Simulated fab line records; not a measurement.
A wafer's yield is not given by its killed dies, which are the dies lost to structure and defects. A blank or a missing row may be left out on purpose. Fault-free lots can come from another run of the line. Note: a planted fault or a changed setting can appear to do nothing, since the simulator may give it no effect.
fab line records	flow n5_finfet
[record] lots = 6	wafers = 17	last_day = 16
route steps=1938 shown MOL_CONTACT_COAG@553 PASSIVATION@1936
lots that met no fault: taken from a fault-free run of the same line
start_h: start of the lot's first displayed wafer, in hours after the record's first day	wait_h: time in hours since the lot's previous step	" as in the row above	L1.1+2: a single row standing in for several wafers	- either no value or no given start	* or withheld: withheld	< > ~ a bound
route shown NAME@n: NAME is a module with steps in the file, n the number in the route of the first one	usual: the fault-free wafers' mean and standard deviation	same: alike in all rows	chamber/n: place in a boat	sites: each site's reading	_std_site: the values' standard deviation	_edge_site: outer sites' mean less inner sites'	radius_mm: how far each site lies from the wafer's centre	mask NAME#n: copy n	behind: the most recent tool/chamber to have shaped the wafer	hold: the reason the lot was held/the length of the hold in hours/how it ended	device: transistor that didn't switch, given as n, p or np	end of line: the route-end tests of the same wafers	step lacking rows: just its recipe	killed: not the wafer's yield, but the dies lost to structure and defects at the first sort	map: shows each die of a wafer: x if killed, . if not, _ if none is there
set.NAME: the run value of the setting; set.NAME@STEP: its run value at that earlier step	model.NAME: the simulator's own value behind a step, which no gauge read
lots seen at some steps along the route; tables by step, rows by wafer
services: the hour from which a tool's chamber was out of use, counted from the record's first day as start_h (under 0 if before that day), plus the number of hours and why
[[steps]]
[step N5_MOL_CONTACT_COAG_SRD_126]
[recipe] dry_time_s = 32	dry = n2_spin	spin_rpm = 1500
[step N5_MOL_CONTACT_COAG_CMP_23]
[recipe] stop_on = SiO2	t_overpolish_s = 1.5	post_cmp_clean = cu_alkaline	down_force_psi = 2	platen_rpm = 50.289	pad_velocity_m_s = 1.0006	target_thk_nm = 0
[usual] edge_zone_pressure_frac = 1.001/0.0049	motor_current_A = 7.9/0.7	overpolish_run_s = 1.499/0.008	time_to_endpoint_s = 9.7/2.2
[same] t_overpolish_s = 1.5
lot.wafer	tool	chamber	start_h	wait_h	edge_zone_pressure_frac	motor_current_A	overpolish_run_s	time_to_endpoint_s
L600.4	cmp-02	0	115.37	0.1	1.007	8.6	1.509	9.0
L600.3	"	2	"	"	0.998	8.5	1.498	6.2
L600.6	"	0	"	"	1.008	7.9	1.506	6.7
L606.2	cmp-02	3	151.98	0.0	1.002	7.5	1.495	11.3
L606.1	"	2	"	"	0.997	9.0	1.501	10.3
L606.6	"	3	"	"	1.006	7.4	1.506	10.4
L609.1	cmp-02	2	163.94	0.1	0.995	8.2	1.499	10.3
L609.6	"	3	"	"	0.999	7.8	1.509	8.3
L609.5	"	0	"	"	1.008	8.1	1.509	9.9
L614.3	cmp-04	2	198.53	0.1	1.002	8.1	1.507	4.9
L614.6	"	1	"	"	1.007	7.4	1.486	3.5
L617.3	cmp-02	0	213.83	0.0	0.998	8.2	1.512	11.3
L617.1	"	1	"	"	1.003	8.7	1.500	11.2
L617.2	"	3	"	"	0.994	7.5	1.494	7.2
L618.4	cmp-01	0	223.05	0.1	1.003	7.0	1.506	10.7
L618.1	"	2	"	"	1.007	6.8	1.493	13.7
L618.6	"	3	"	"	1.003	7.8	1.493	8.9
[step N5_MOL_CONTACT_COAG_WET_ETCH_26]
[recipe] target = Co	target_depth_nm = 13
[step N5_MOL_CONTACT_COAG_WET_ETCH_116]
[recipe] chemistry = SC1-inhibited	target_depth_nm = 4.6	dry = ipa_marangoni	rinse_time_s = 30	rinse_temp_c = 23
[step N5_MOL_CONTACT_COAG_ALD_27]
[recipe] material = SiOC	target_thk_a = 170	temp_c = 400	ald_precursor_family = carbosiloxane	ald_co_reactant = H2-plasma	pulse_time_s = 1.5	time_s = 2720	purge_time_s = 2	co_reactant_purge_time_s = 2	ald_cycles = 340	pressure_torr = 2
[usual] heater_power_w = 801/98	precursor_pulse_height_rel = 1.003/0.02
[same] time_s = 2720
lot.wafer	tool	chamber	start_h	wait_h	heater_power_w	precursor_pulse_height_rel	since_wet_clean_h
L600.3	ald_sin-01	2	116.16	0.0	1014	0.970	214
L600.4	"	3	"	"	718	1.003	214
L600.6	"	2	"	"	1008	1.000	-
L606.1	ald_sin-04	1	152.88	0.0	825	0.985	341
L606.2	"	0	"	"	920	0.972	341
L606.6	"	0	"	"	930	0.981	-
L609.1	ald_sin-02	2	164.65	0.0	738	0.996	157
L609.5	"	3	"	"	748	1.006	-
L609.6	"	2	"	"	737	1.007	-
L614.3	ald_sin-04	1	199.27	0.0	792	1.036	9
L614.6	"	3	"	"	756	0.995	-
L617.1	ald_sin-04	3	214.65	0.0	731	0.998	24
L617.2	"	1	"	"	779	1.030	24
L617.3	"	2	"	"	835	1.035	24
L618.1	ald_sin-01	1	223.84	0.0	700	0.991	322
L618.4	"	2	"	"	1004	0.968	322
L618.6	"	0	"	"	726	1.003	-
[step N5_MOL_CONTACT_COAG_CMP_28]
[recipe] stop_on = SiNx	t_overpolish_s = 0.85	post_cmp_clean = alkaline_brush	down_force_psi = 4.15	platen_rpm = 51.8	pad_velocity_m_s = 1.0307	target_thk_nm = 14.522
[step N5_MOL_CONTACT_COAG_THK_MEAS_29]
[recipe] reads = SiNx_of_GATE_CUT_PECVD_57+SiNx_of_GATE_CUT_SAC_CAP_01
[usual] MD_CAP_THK = 17.93/0.083
lot.wafer	tool	chamber	start_h	wait_h	MD_CAP_THK[nm]
L600.3	film_metro-01	-	118.03	-	17.86
L600.4	"	-	"	"	17.91
L600.6	"	-	"	"	17.94
L606.1	film_metro-02	-	154.74	-	17.78
L606.2	"	-	"	"	17.87
L606.6	"	-	"	"	17.76
L609.1	film_metro-02	-	166.52	-	18.13
L609.5	"	-	"	"	17.97
L609.6	"	-	"	"	18.07
L614.3	film_metro-02	-	201.14	-	17.79
L614.6	"	-	"	"	17.91
L617.1	film_metro-01	-	216.52	-	17.88
L617.2	"	-	"	"	18.00
L617.3	"	-	"	"	17.96
L618.1	film_metro-01	-	225.70	-	17.85
L618.4	"	-	"	"	17.88
L618.6	"	-	"	"	17.88
[step N5_MOL_CONTACT_COAG_ALD_123]
[recipe] material = SiNx	target_thk_a = 50	temp_c = 400	ald_precursor_family = SiH2I2	ald_co_reactant = N2/H2-plasma	pulse_time_s = 1	purge_time_s = 2	co_reactant_purge_time_s = 2	ald_cycles = 100	pressure_torr = 2
[usual] heater_power_w = 804/100	precursor_pulse_height_rel = 1.001/0.018
lot.wafer	tool	chamber	start_h	wait_h	heater_power_w	precursor_pulse_height_rel	since_wet_clean_h
L600.3	ald_sin-04	3	118.08	0.1	734	0.992	306
L600.4	"	2	"	"	807	1.000	306
L600.6	"	2	"	"	835	1.002	-
L606.1	ald_sin-04	3	154.78	0.0	721	0.991	342
L606.2	"	2	"	"	822	1.002	342
L606.6	"	2	"	"	831	1.013	-
L609.1	ald_sin-02	3	166.55	0.0	746	1.020	159
L609.5	"	0	"	"	972	0.983	-
L609.6	"	3	"	"	746	1.001	-
L614.3	ald_sin-01	3	201.17	0.0	721	0.983	299
L614.6	"	1	"	"	687	1.012	-
L617.1	ald_sin-02	0	217.43	0.9	952	1.024	210
L617.2	"	1	"	"	689	1.003	210
L617.3	"	2	"	"	746	0.972	210
L618.1	ald_sin-01	0	225.74	0.0	713	0.970	323
L618.4	"	3	"	"	742	1.003	323
L618.6	"	2	"	"	1005	0.996	-
[step N5_MOL_CONTACT_COAG_PECVD_31]
[recipe] material = SiO2	target_thk_a = 460	temp_c = 400	precursor = TEOS/O2	pressure_torr = 6.5	rf_w = withheld	teos_flow_sccm = withheld	gas = O2	flow_sccm = 2650	time_s = 8.9
[step N5_MOL_CONTACT_COAG_COAT_75]
[recipe] resist = SOC	temp_c = 250	time_s = 60	spin_rpm = 1500	resist_thk_nm = 60
[step N5_MOL_CONTACT_COAG_COAT_76]
[recipe] resist = SiARC	temp_c = 220	time_s = 60	spin_rpm = 1500	resist_thk_nm = 10
[usual] heater_power_total_W = 427.7/2.1	spin_speed_rpm = 1499.9/1
[same] time_s = 60
lot.wafer	tool	chamber	start_h	wait_h	heater_power_total_W	spin_speed_rpm	model.SiARC_of_MOL_CONTACT_COAG_COAT_76.thk_nm
L600.3	litho_track-02	0	118.64	-	424.5	1500.2	10
L600.4	"	0	"	"	427.4	1500.0	10
L600.6	"	0	"	"	430.8	1500.3	10
L606.1	litho_track-05	0	155.34	-	429.2	1756.3	9.2
L606.2	"	0	"	"	424.0	1758.3	9.2
L606.6	"	0	"	"	430.7	1756.9	9.2
L609.1	litho_track-05	0	167.12	-	425.8	1759.0	9.2
L609.5	"	0	"	"	430.7	1761.1	9.2
L609.6	"	0	"	"	427.3	1758.4	9.2
L614.3	litho_track-03	0	201.74	-	426.2	1500.9	10
L614.6	"	0	"	"	430.5	1499.5	10
L617.1	litho_track-02	0	218.01	-	430.7	1500.5	10
L617.2	"	0	"	"	428.7	1498.8	10
L617.3	"	0	"	"	430.5	1499.1	10
L618.1	litho_track-05	0	226.30	-	425.7	1499.4	10
L618.4	"	0	"	"	430.4	1497.6	10
L618.6	"	0	"	"	429.4	1499.2	10
[step N5_MOL_CONTACT_COAG_COAT_77]
[recipe] resist = underlayer	temp_c = 205	time_s = 60	spin_rpm = 1500	resist_thk_nm = 10
[step N5_MOL_CONTACT_COAG_COAT_78]
[recipe] resist = CAR-EUV	spin_rpm = 1500	resist_thk_nm = 40
[step N5_MOL_CONTACT_COAG_EBR_80]
[recipe] solvent = PGMEA	ebr_width_mm = 1.5
[step N5_MOL_CONTACT_COAG_SOFTBAKE_79]
[recipe] temp_c = 110	time_s = 60	resist = CAR-EUV
[step N5_MOL_CONTACT_COAG_EXPOSE_81]
[recipe] mask_id = VG	na = 0.33	source_shape = annular	sigma_inner = 0.3	sigma_outer = 0.7	polarization = unpolarized	defocus_nm = 0	dose_mj = 59.5
[step N5_MOL_CONTACT_COAG_PEB_82]
[recipe] peb_temp_c = 100	peb_time_s = 60	resist = CAR-EUV
[step N5_MOL_CONTACT_COAG_DEVELOP_83]
[recipe] develop_time_s = 30	developer = TMAH	resist = CAR-EUV	rinse_liquid = surfactant_rinse	dry = air_spin	dev_temp_c = 23
[step N5_MOL_CONTACT_COAG_CD_MEAS_84]
[recipe] target_cd_nm = 25.1	landing_energy_ev = 500	detector = se_inlens	polarity = opening
[usual] cd_nm = 25.08/0.27
lot.wafer	tool	chamber	start_h	wait_h	cd_nm
L600.3	cd_sem-01	0	118.95	-	24.81
L600.4	"	0	"	"	24.94
L600.6	"	0	"	"	24.61
L606.1	cd_sem-01	0	155.75	-	25.03
L606.2	"	0	"	"	25.14
L606.6	"	0	"	"	24.89
L609.1	cd_sem-01	0	167.52	-	24.90
L609.5	"	0	"	"	25.04
L609.6	"	0	"	"	25.06
L614.3	cd_sem-02	0	202.16	-	24.74
L614.6	"	0	"	"	25.67
L617.1	cd_sem-03	0	218.28	-	25.37
L617.2	"	0	"	"	25.28
L617.3	"	0	"	"	25.16
L618.1	cd_sem-03	0	226.59	-	25.00
L618.4	"	0	"	"	25.11
L618.6	"	0	"	"	25.17
[step N5_MOL_CONTACT_COAG_OVL_MEAS_85]
[recipe] points_per_wafer = 522
[usual] VG_OVL = 0.3/0.62
lot.wafer	tool	chamber	start_h	wait_h	VG_OVL[nm]
L600.3	overlay-02	0	118.99	0.0	-0.4
L600.4	"	0	"	"	0.2
L600.6	"	0	"	"	0.3
L606.1	overlay-01	0	155.78	0.0	-0.2
L606.2	"	0	"	"	0.4
L606.6	"	0	"	"	0.0
L609.1	overlay-01	0	167.55	0.0	-0.5
L609.5	"	0	"	"	0.1
L609.6	"	0	"	"	-0.1
L614.3	overlay-01	0	202.20	0.0	0.4
L614.6	"	0	"	"	1.3
L617.1	overlay-01	0	218.31	0.0	0.9
L617.2	"	0	"	"	0.6
L617.3	"	0	"	"	0.3
L618.1	overlay-02	0	226.62	0.0	1.3
L618.4	"	0	"	"	1.0
L618.6	"	0	"	"	0.2
[step N5_MOL_CONTACT_COAG_INSPECT_57]
[recipe] mode = adi	inspect_instrument = brightfield
[usual] raw_defect_count = 208/54
lot.wafer	tool	chamber	start_h	wait_h	raw_defect_count
L600.3	defect_inspect-02	-	119.04	0.0	234
L600.4	"	-	"	"	306
L600.6	"	-	"	"	356
L606.1	defect_inspect-01	-	155.84	0.1	174
L606.2	"	-	"	"	239
L606.6	"	-	"	"	161
L609.1	defect_inspect-02	-	167.61	0.1	136
L609.5	"	-	"	"	132
L609.6	"	-	"	"	120
L614.3	defect_inspect-01	-	202.25	0.0	209
L614.6	"	-	"	"	184
L617.1	defect_inspect-01	-	218.37	0.1	243
L617.2	"	-	"	"	328
L617.3	"	-	"	"	243
L618.1	defect_inspect-02	-	226.68	0.1	145
L618.4	"	-	"	"	149
L618.6	"	-	"	"	159
[step N5_MOL_CONTACT_COAG_DESCUM_88]
[recipe] chemistry = O2	time_s = 7	source_power_w = 50	bias_power_w = 20	pressure_mtorr = 20	rf_frequency_hz = 2.712e+07	temp_c = 40	resist = CAR-EUV	o2_flow_sccm = 225
[usual] drypump_motor_current_A = 5.9/0.36	oes_product_au = 0.79/0.092	rf_vpp_V = 243.3/1.1	showerhead_plenum_p_Torr = 2.11/0.05	throttle_valve_pct = 20.53/0.28
[same] time_s = 7
lot.wafer	tool	chamber	start_h	wait_h	drypump_motor_current_A	oes_product_au	rf_hours_counter_h	rf_vpp_V	showerhead_plenum_p_Torr	throttle_valve_pct
L600.3	rie_diel-01	0	119.07	0.0	5.9	0.75	186	241.7	2.01	20.88
L600.4	"	3	"	"	5.6	0.82	-	243.7	2.13	20.82
L600.6	"	0	"	"	5.9	0.73	-	242.1	2.01	20.88
L606.1	rie_diel-01	1	155.96	0.1	5.8	0.99	6	244.5	2.15	20.35
L606.2	"	0	"	"	5.9	0.72	206	242.3	2.01	20.92
L606.6	"	0	"	"	5.9	0.71	-	240.4	2.01	20.90
L609.1	rie_diel-01	3	167.64	0.0	5.6	0.80	123	244.7	2.12	20.86
L609.5	"	1	"	"	5.8	0.97	-	245.0	2.15	20.36
L609.6	"	0	"	"	5.9	0.72	-	238.7	2.00	20.92
L614.3	rie_diel-02	1	202.39	0.1	6.3	0.87	43	244.3	2.14	20.56
L614.6	"	3	"	"	5.6	0.70	-	243.9	2.14	20.37
L617.1	rie_diel-02	2	218.43	0.1	6.0	0.78	113	244.1	2.12	20.23
L617.2	"	0	"	"	5.9	0.75	175	243.0	2.09	20.69
L617.3	"	3	"	"	5.6	0.69	231	243.2	2.13	20.38
L618.1	rie_diel-02	0	226.72	0.0	5.8	0.74	178	244.5	2.09	20.72
L618.4	"	1	"	"	6.2	0.85	52	244.6	2.14	20.56
L618.6	"	3	"	"	5.6	0.69	-	244.9	2.13	20.39
[step N5_MOL_CONTACT_COAG_ETCH_89]
[recipe] chemistry = N2/H2	target = underlayer	target_depth_a = 130	mask_material = CAR-EUV	time_s = 10.4	ion_energy_ev = 200	pressure_mtorr = 30	source_w = 840	bias_w = 150	n2_flow_sccm = 200	h2_flow_sccm = 200	ends = cleared
[step N5_MOL_CONTACT_COAG_ETCH_90]
[recipe] chemistry = CF4	target = SiARC	target_depth_a = 130	mask_material = CAR-EUV	time_s = 21.7	ion_energy_ev = 80	pressure_mtorr = 40	source_w = 545	bias_w = 36	Ar_flow_sccm = 100	cf4_flow_sccm = 100	ends = cleared
[usual] drypump_motor_current_A = 5.9/0.35	etch_rf_on_time_s = 21.8/0.53	oes_product_au = 0.67/0.077	rf_vpp_V = 184.3/1.1	showerhead_plenum_p_Torr = 2.15/0.055	throttle_valve_pct = 15.69/0.27
lot.wafer	tool	chamber	start_h	wait_h	drypump_motor_current_A	etch_rf_on_time_s	oes_product_au	rf_hours_counter_h	rf_vpp_V	showerhead_plenum_p_Torr	throttle_valve_pct	model.etch.depth_nm	model.CAR-EUV_of_MOL_CONTACT_COAG_COAT_78.thk_nm
L600.3	rie_diel-01	0	119.12	0.0	5.9	22.8	0.61	186	183.5	2.04	15.93	9.988	16.8
L600.4	"	3	"	"	5.6	21.1	0.72	-	184.5	2.17	15.89	9.989	16.8
L600.6	"	0	"	"	5.9	22.8	0.61	-	183.1	2.04	15.95	10.01	17
L606.1	rie_diel-01	1	156.02	0.0	5.8	19.8	0.84	6	184.6	2.19	15.37	9.265	17.6
L606.2	"	0	"	"	5.9	21.3	0.60	206	182.4	2.04	15.98	9.291	17.8
L606.6	"	0	"	"	5.9	21.3	0.60	-	182.4	2.04	15.98	9.251	17.6
L609.1	rie_diel-01	3	167.70	0.0	5.6	19.4	0.69	123	184.6	2.16	15.94	9.244	17.6
L609.5	"	1	"	"	5.8	19.9	0.82	-	184.5	2.19	15.40	9.264	17.4
L609.6	"	0	"	"	5.9	21.0	0.60	-	183.0	2.04	15.98	9.239	17.6
L614.3	rie_diel-02	1	202.45	0.0	6.3	21.7	0.72	43	185.4	2.18	15.65	10.01	17
L614.6	"	3	"	"	5.6	22.0	0.60	-	185.4	2.21	15.75	9.982	17.2
L617.1	rie_diel-02	2	218.48	0.0	6.0	21.8	0.66	113	183.2	2.16	15.41	9.934	16.8
L617.2	"	0	"	"	5.9	21.1	0.63	175	185.4	2.12	15.73	9.924	16.8
L617.3	"	3	"	"	5.6	21.9	0.60	231	185.3	2.20	15.77	9.958	17
L618.1	rie_diel-02	0	226.77	0.0	5.9	21.4	0.63	178	184.1	2.12	15.75	10.02	17
L618.4	"	1	"	"	6.3	21.5	0.72	52	184.9	2.18	15.66	9.995	16.8
L618.6	"	3	"	"	5.6	22.1	0.60	-	184.9	2.20	15.79	10.02	17.2
[step N5_MOL_CONTACT_COAG_ALD_131]
[recipe] material = SiO2	target_thk_a = 50	temp_c = 100	ald_precursor_family = BDEAS	ald_co_reactant = O2-plasma	pulse_time_s = 1	co_reactant_pulse_time_s = 1	purge_time_s = 2	co_reactant_purge_time_s = 2	ald_cycles = 35	pressure_torr = 2
[usual] heater_power_w = 74/8.6	precursor_pulse_height_rel = 1.000/0.019
lot.wafer	tool	chamber	start_h	wait_h	heater_power_w	precursor_pulse_height_rel	since_wet_clean_h
L600.3	ald_sin-01	2	119.37	0.2	93	0.982	217
L600.4	"	3	"	"	69	0.958	217
L600.6	"	3	"	"	67	1.007	-
L606.1	ald_sin-02	2	156.10	0.1	68	0.991	148
L606.2	"	3	"	"	68	0.997	148
L606.6	"	0	"	"	90	0.996	-
L609.1	ald_sin-04	2	167.78	0.1	77	0.974	355
L609.5	"	1	"	"	79	1.019	-
L609.6	"	0	"	"	86	0.988	-
L614.3	ald_sin-04	3	202.53	0.1	68	0.999	12
L614.6	"	0	"	"	84	0.985	-
L617.1	ald_sin-04	3	218.75	0.2	67	0.995	28
L617.2	"	1	"	"	71	0.973	28
L617.3	"	2	"	"	76	1.018	28
L618.1	ald_sin-04	0	226.85	0.1	85	0.992	36
L618.4	"	1	"	"	73	1.024	36
L618.6	"	0	"	"	84	0.977	-
[step N5_MOL_CONTACT_COAG_ETCHBACK_132]
[recipe] chemistry = CHF3	target = SiO2	target_depth_a = 100	time_s = 6.7	ion_energy_ev = 200	pressure_mtorr = 30	source_w = 610	bias_w = 170	Ar_flow_sccm = 200	CHF3_flow_sccm = 50
[usual] drypump_motor_current_A = 5.9/0.38	oes_product_au = 0.79/0.093	rf_vpp_V = 524/8.9	showerhead_plenum_p_Torr = 2.39/0.062	throttle_valve_pct = 18.77/0.27
[same] time_s = 6.7
lot.wafer	tool	chamber	start_h	wait_h	drypump_motor_current_A	oes_product_au	rf_hours_counter_h	rf_vpp_V	showerhead_plenum_p_Torr	throttle_valve_pct	model.CAR-EUV_of_MOL_CONTACT_COAG_COAT_78.thk_nm
L600.3	rie_diel-01	2	119.71	0.3	6.5	0.69	230	540	2.45	18.77	15.6
L600.4	"	0	"	"	5.9	0.72	-	519	2.26	18.98	15.4
L600.6	"	2	"	"	6.5	0.70	-	540	2.45	18.79	15.6
L606.1	rie_diel-04	1	156.34	0.2	6.6	0.84	54	517	2.32	18.61	16.2
L606.2	"	3	"	"	5.2	0.71	224	527	2.35	19.12	16.4
L606.6	"	0	"	"	5.9	0.96	-	517	2.43	18.20	16.2
L609.1	rie_diel-04	2	167.96	0.1	5.4	0.67	231	520	2.45	19.00	16.2
L609.5	"	2	"	"	5.4	0.67	-	521	2.45	19.01	16
L609.6	"	1	"	"	6.6	0.84	-	515	2.32	18.63	16.2
L614.3	rie_diel-01	0	202.71	0.1	5.9	0.70	223	517	2.25	19.02	15.6
L614.6	"	2	"	"	6.5	0.95	-	539	2.43	18.42	15.8
L617.1	rie_diel-02	3	218.93	0.1	5.6	0.70	231	536	2.45	18.82	15.4
L617.2	"	2	"	"	6.0	0.77	113	515	2.40	18.47	15.4
L617.3	"	1	"	"	6.3	0.85	49	517	2.43	18.83	15.6
L618.1	rie_diel-01	0	227.11	0.2	5.9	0.69	231	518	2.24	19.03	15.6
L618.4	"	2	"	"	6.5	0.92	20	540	2.43	18.45	15.4
L618.6	"	1	"	"	5.8	0.92	-	527	2.43	18.60	15.8
[step N5_MOL_CONTACT_COAG_ETCH_91]
[recipe] chemistry = N2/H2	target = SOC	target_depth_a = 600	overetch_a = 210	mask_material = SiARC	temp_c = 40	time_s = 101.2	ion_energy_ev = 200	pressure_mtorr = 30	source_w = 840	bias_w = 150	n2_flow_sccm = 200	h2_flow_sccm = 200
[usual] drypump_motor_current_A = 5.9/0.38	oes_product_au = 0.66/0.072	rf_vpp_V = 524.2/2	showerhead_plenum_p_Torr = 2.56/0.064	throttle_valve_pct = 17.9/0.32
[same] time_s = 101.2
lot.wafer	tool	chamber	start_h	wait_h	drypump_motor_current_A	oes_product_au	rf_hours_counter_h	rf_vpp_V	showerhead_plenum_p_Torr	throttle_valve_pct	model.SiARC_of_MOL_CONTACT_COAG_COAT_76.thk_nm
L600.3	rie_diel-01	2	119.74	0.0	6.5	0.59	230	525.9	2.60	17.7	5.8
L600.4	"	0	"	"	6.0	0.62	-	520.1	2.41	18.1	6.2
L600.6	"	2	"	"	6.5	0.59	-	525.6	2.60	17.7	5.8
L606.1	rie_diel-04	1	156.38	0.0	6.6	0.71	54	520.7	2.48	17.7	5.2
L606.2	"	3	"	"	5.2	0.60	224	522.9	2.52	18.4	5.2
L606.6	"	0	"	"	5.9	0.78	-	525.2	2.61	17.3	5
L609.1	rie_diel-04	2	167.99	0.0	5.4	0.57	231	526.8	2.62	18.1	5.2
L609.5	"	2	"	"	5.4	0.56	-	526.1	2.62	18.1	5.2
L609.6	"	1	"	"	6.6	0.70	-	521.5	2.48	17.7	5.2
L614.3	rie_diel-01	0	202.74	0.0	5.9	0.60	223	520.2	2.40	18.2	6
L614.6	"	2	"	"	6.5	0.78	-	526.2	2.59	17.4	5.6
L617.1	rie_diel-02	3	218.97	0.0	5.6	0.59	231	526.5	2.60	17.8	5.8
L617.2	"	2	"	"	6.0	0.65	113	525.2	2.56	17.6	6
L617.3	"	1	"	"	6.3	0.70	49	524.7	2.58	17.8	5.8
L618.1	rie_diel-01	0	227.15	0.0	5.9	0.59	231	519.3	2.40	18.2	6.2
L618.4	"	2	"	"	6.4	0.77	20	525.0	2.59	17.4	5.8
L618.6	"	1	"	"	5.8	0.76	-	524.4	2.61	17.8	5.8
[step N5_MOL_CONTACT_COAG_STRIP_92]
[recipe] chemistry = N2/H2	temp_c = 40	n2_flow_sccm = 200	h2_flow_sccm = 200	rf_frequency_hz = 6e+07
[step N5_PASSIVATION_PROBE_49]
[usual] killed_at_M0_to_M3 = 33/9.1	killed_at_M4_up = 14/5.6	killed_at_contacts = 13/5.7	killed_at_front_end = 42/12	killed_at_other = 4/3	killed_dies = 105/16	killed_open = 69/11	killed_short = 34/7.5
[same] gross_dies = 1180	killed_at_back_side = 0
lot.wafer	tool	chamber	start_h	wait_h	killed_at_M0_to_M3	killed_at_M4_up	killed_at_contacts	killed_at_front_end	killed_at_other	killed_dies	killed_open	killed_short
L609.1	prober-02	-	326.50	0.0	31	10	14	33	7	95	66	29
L609.5	prober-02	-	326.70	0.2	30	14	11	37	8	100	73	25
L609.6	prober-02	-	326.75	0.3	53	24	7	25	3	112	78	34
L614.3	prober-01	-	368.36	0.1	30	9	15	34	17	105	69	36
L614.6	prober-01	-	368.51	0.3	30	7	10	20	5	72	55	17
// killed by level:class
L609.1 BEOL_M0_SAQP:geometric_particle:open=12 MOL_CONTACT_COAG:geometric_particle:open=10 DUMMY_GATE:geometric_particle:open=9 FIN_SAQP:geometric_particle:open=8 BEOL_M0_SAQP:geometric_particle:short=7 BEOL_M3:geometric_particle:open=7 FIN_SAQP:geometric_particle:short=4 MOL_CONTACT_COAG:geometric_particle:short=4
L609.5 MOL_CONTACT_COAG:geometric_particle:open=10 BEOL_M4:geometric_particle:open=10 FIN_SAQP:geometric_particle:open=8 ILD0:geometric_particle:open=7 BEOL_M0_SAQP:geometric_particle:open=7 FIN_SAQP:geometric_particle:short=5 DUMMY_GATE:geometric_particle:open=5 BEOL_M3:geometric_particle:open=5
L609.6 BEOL_M0_SAQP:geometric_particle:short=13 BEOL_M4:geometric_particle:open=12 BEOL_M3:geometric_particle:open=11 BEOL_M1:geometric_particle:open=8 STI_FIN_REVEAL:geometric_particle:open=7 BEOL_M0_SAQP:geometric_particle:open=7 MOL_CONTACT_COAG:geometric_particle:open=7 BEOL_M2:geometric_particle:open=5
L614.3 MOL_CONTACT_COAG:geometric_particle:open=13 STI_FIN_REVEAL:geometric_particle:open=8 BEOL_M2:geometric_particle:open=6 BEOL_M0_SAQP:geometric_particle:short=6 FIN_SAQP:geometric_particle:open=5 BEOL_M0:geometric_particle:open=4 BEOL_M1:geometric_particle:open=4 BEOL_M5:geometric_particle:open=4
L614.6 MOL_CONTACT_COAG:geometric_particle:open=9 BEOL_M0_SAQP:geometric_particle:short=8 BEOL_M3:geometric_particle:open=8 STI_FIN_REVEAL:geometric_particle:open=5 GATE_CUT:geometric_particle:open=4 BEOL_M0_SAQP:geometric_particle:open=4 BEOL_M4:geometric_particle:open=4 DUMMY_GATE:geometric_particle:open=3
[[services]]
tool	chamber	start_h	hours	kind
cmp-02	-	91.49	1.4	repair
ald_sin-02	1	93.30	6.1	repair
ald_sin-01	1	97.47	2.0	repair
rie_diel-01	1	118.84	-	clean
rie_diel-01	1	118.84	-	consumable_replace:focus_ring
rie_diel-01	1	118.84	22.1	scheduled_down
rie_diel-01	1	118.84	22.1	vent_cycle
cmp-04	-	128.42	0.5	repair
rie_diel-04	3	133.21	1.2	repair
rie_diel-01	2	154.11	-	clean
rie_diel-01	2	154.11	-	consumable_replace:focus_ring
cmp-01	-	165.80	0.3	repair
ald_sin-04	-	176.75	14.0	pm
ald_sin-04	0	176.75	14.0	vent_cycle
ald_sin-04	1	176.75	14.0	vent_cycle
ald_sin-04	2	176.75	14.0	vent_cycle
ald_sin-01	-	179.83	6.1	pm
ald_sin-02	0	181.20	4.4	repair
cmp-01	-	182.22	4.0	pm
cmp-01	-	186.22	4.1	pm
ald_sin-04	3	191.51	5.3	repair
ald_sin-02	-	193.37	2.7	repair
cmp-04	-	209.70	5.9	pm
cmp-02	-	220.16	4.0	pm
[[key]]
[first_sign] step = N5_MOL_CONTACT_COAG_COAT_76	reading = spin_speed_rpm	direction = up	sigmas = 99+	usual = *	struck = *
effect none on later readings
[model_effect] step = N5_MOL_CONTACT_COAG_COAT_76	value = SiARC_of_MOL_CONTACT_COAG_COAT_76.thk_nm	without = 10	struck = 9.2
[model_effect] step = N5_MOL_CONTACT_COAG_ETCH_90	value = etch.depth_nm	without = 10.02	struck = 9.259
[model_effect] step = N5_MOL_CONTACT_COAG_ETCHBACK_132	value = CAR-EUV_of_MOL_CONTACT_COAG_COAT_78.thk_nm	without = 15.6	struck = 16.2
[model_effect] step = N5_MOL_CONTACT_COAG_ETCH_91	value = SiARC_of_MOL_CONTACT_COAG_COAT_76.thk_nm	without = 5.967	struck = 5.167
met_at N5_MOL_CONTACT_COAG_COAT_76
struck_wafers L606.1,L606.2,L606.6,L609.1,L609.5,L609.6
tester_left_out L606,L609
[fault] kind = process_parameter_drift	tool = litho_track-05	chamber = -	onset_h = 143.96	steps = N5_MOL_CONTACT_COAG_COAT_76	channel = spin_rpm	offset = *	shape = step	end_h = 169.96	acts_in = *	stated = *
// tester_left_out: of these lots the tester's yield and bins aren't shown, on N5 and GAA mostly nor the transistor test; their killed dies are dies lost to structure and defects alone, not to doping, threshold or leakage, so they don't give the yield
